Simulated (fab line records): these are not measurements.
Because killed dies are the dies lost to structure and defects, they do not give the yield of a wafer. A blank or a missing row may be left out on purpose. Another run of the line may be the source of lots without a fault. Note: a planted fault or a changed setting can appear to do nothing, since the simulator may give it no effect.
The same fault as seen by 2 desks | flow n5_finfet | numbers are kept per desk, each desk with only its own; the story behind them comes last

== THE TOOL OWNER'S DESK: rie_diel-03 ==
The tool's own readings at N5_BEOL_M5_ETCH_62 (etches SOC in N2/H2, target depth 75 nm, overetch 15 nm, time 112.5 s): means of the sampled wafers that have a number, for each lot that ran on this tool. Any lot whose mean is over 4 standard deviations away from the usual mean is out of limits and marked OUT; that distance is given in the brackets.
Columns: A = drypump_motor_current_A at N5_BEOL_M5_ETCH_62, usual 5.6 A; B = oes_product_au at N5_BEOL_M5_ETCH_62, usual 0.60 a.u.; C = rf_vpp_V at N5_BEOL_M5_ETCH_62, usual 524.5 V; D = showerhead_plenum_p_Torr at N5_BEOL_M5_ETCH_62, usual 2.56 Torr; E = throttle_valve_pct at N5_BEOL_M5_ETCH_62, usual 18.03 %
lot  | first seen here | A   | B    | C     | D    | E
L274 | day 9 10:50     | 5.5 | 0.64 | 525.0 | 2.59 | 18.00
L278 | day 10 17:49    | 5.6 | 0.63 | 525.3 | 2.59 | 18.08
L286 | day 14 02:40    | 5.4 | 0.57 | 523.1 | 2.51 | 18.15
Result from this desk: across the 3 lots, nothing is out of limits.

== THE DEFECT DESK ==
Inspection counts along the route, by lot: the mean over sampled wafers that carry a number. Any lot whose mean is over 4 standard deviations away from the usual mean is out of limits and marked OUT; that distance is given in the brackets.
Columns: A = raw_defect_count at N5_BEOL_M5_INSPECT_30, usual 388
lot  | first seen here | A
L274 | day 9 14:35     | 428
L278 | day 10 19:53    | 454
L276 | day 11 08:16    | 251
L280 | day 11 11:38    | 358
L285 | day 13 08:26    | 326
L286 | day 14 04:11    | 446
L289 | day 14 09:55    | 347
L290 | day 15 03:15    | 380
L292 | day 15 12:19    | 336
Result from this desk: across the 9 lots, nothing is out of limits.

== ALL TOGETHER ==
The desk of the tool owner found nothing out of limits.
Nothing the defect desk looked at was out of limits.

== WHAT WAS PUT IN BY THE SIMULATOR ==
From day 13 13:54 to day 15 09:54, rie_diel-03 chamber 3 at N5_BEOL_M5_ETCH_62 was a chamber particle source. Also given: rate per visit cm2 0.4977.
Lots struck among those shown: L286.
